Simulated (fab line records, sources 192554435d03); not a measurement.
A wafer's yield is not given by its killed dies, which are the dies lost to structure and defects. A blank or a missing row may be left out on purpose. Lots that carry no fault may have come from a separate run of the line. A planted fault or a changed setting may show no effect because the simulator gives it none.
Split-lot experiment    flow n5 finfet    on a route of 1938 steps: 7 lots, 21 wafers read

== ABOUT THE SPLIT ==
At N5_BEOL_M11_DESCUM_16 (chemistry O2, time 7.9 s), the setting time s was moved away from the recipe's 7.9 s on 5 of the 21 wafers read, by -19.5% to +17.8%. All remaining wafers had this setting at the recipe value.

Split to reading: the file shows no intervening step.

== THE READING ==
CAR-ArF_of_BEOL_M11_COAT_05.thk nm (the simulator's own value, which no gauge read), in nm, at N5_BEOL_M11_ETCH_61 (etches SiARC in CF4, target depth 39 nm, time 65 s). The file gives no usual value for it. The 16 wafers here that ran the recipe average 55.6 nm, standard deviation 0.28 nm.

wafer   tool, chamber at the split  time s as run, s  against the recipe  CAR-ArF_of_BEOL_M11_COAT_05.thk nm, nm  against lot-mates on the recipe
L078.2  rie diel-06, 1,3            7.9               recipe              55.6                                    -
L078.4  rie diel-06, 1,3            7.9               recipe              55.6                                    -
L078.5  rie diel-06, 3              6.356             -19.5%              56.4                                    +0.8
L080.1  rie diel-06, 1,0            7.9               recipe              55.4                                    -
L080.4  rie diel-06, 1,0            7.9               recipe              55.2                                    -
L080.6  rie diel-06, 1              7.9               recipe              55                                      -
L083.2  rie diel-06, 2              7.9               recipe              56                                      -
L083.3  rie diel-06, 0              6.377             -19.3%              56.6                                    +0.8
L083.6  rie diel-06, 0              7.9               recipe              55.6                                    -
L084.1  rie diel-03, 1              9.308             +17.8%              54.8                                    -0.8
L084.3  rie diel-03, 2              7.9               recipe              55.6                                    -
L084.4  rie diel-03, 3              7.9               recipe              55.6                                    -
L087.3  rie diel-06, 0              8.579             +8.6%               54.8                                    -0.7
L087.4  rie diel-06, 3,0            7.9               recipe              55.6                                    -
L087.6  rie diel-06, 3,0            7.9               recipe              55.4                                    -
L095.1  rie diel-01, 0              7.9               recipe              56.2                                    -
L095.3  rie diel-01, 2              7.9               recipe              56                                      -
L095.6  rie diel-01, 3              6.511             -17.6%              56.8                                    +0.7
L097.4  rie diel-03, 2,0,1          7.9               recipe              55.6                                    -
L097.5  rie diel-03, 2,0,1          7.9               recipe              55.6                                    -
L097.6  rie diel-03, 2,0,1          7.9               recipe              55.6                                    -
When a row names more than one chamber, that row covers several wafers, and the file does not tell which wafer ran in which chamber.

FIT RESULTS
A straight line over all 21 wafers: CAR-ArF_of_BEOL_M11_COAT_05.thk nm changes by -0.0532 nm for each +1% of time s; r = -0.85; the points scatter about the line by 0.29 nm.
The same after taking each lot's own level away (the mean of its wafers on the recipe; 21 wafers): -0.0443 nm for each +1%; r = -0.95; scatter 0.13 nm.
On that fit, the largest move of time s shifts the reading by 0.87 nm.
Measured against the standard deviation above, the lots' own levels, which go from 55.20 to 56.10 nm, span 3.2 times it.
Hence the slope depends on the lot-to-lot level, as the two fits are not the same.
Check: +0.856 nm against its lot-mates is what the line predicts for one of the wafers moved furthest among these (-19.5%) when that wafer is left out of the fit. Against them it came out at +0.8 nm.

== FURTHER SPLITS ON THESE WAFERS ==
These wafers also went through other splits before the reading. Each is held against what the fit with the lots' levels taken away leaves over:
other split on the same wafers  wafers away from the commonest value  r with CAR-ArF_of_BEOL_M11_COAT_05.thk nm (lot level and that fit taken away)
N5_BEOL_M10_COAT_63 spin rpm    5                                     -0.22

== THE WHOLE CHAIN: every reading that the file lists as answering this split, in the file's order ==
step                   what it does                                        reading                                                                              change (the file's fit)                 r (the file's)
N5_BEOL_M11_DESCUM_16  chemistry O2, time 7.9 s                            CAR-ArF_of_BEOL_M11_COAT_05.thk nm (the simulator's own value, which no gauge read)  -0.043 nm for each +1% of the setting   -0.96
N5_BEOL_M11_ETCH_61    etches SiARC in CF4, target depth 39 nm, time 65 s  CAR-ArF_of_BEOL_M11_COAT_05.thk nm (the simulator's own value, which no gauge read)  -0.0438 nm for each +1% of the setting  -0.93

== THE FILE'S OWN FIT ==
CAR-ArF_of_BEOL_M11_COAT_05.thk nm changes by -0.0438 nm for each +1% of time s, r = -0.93.
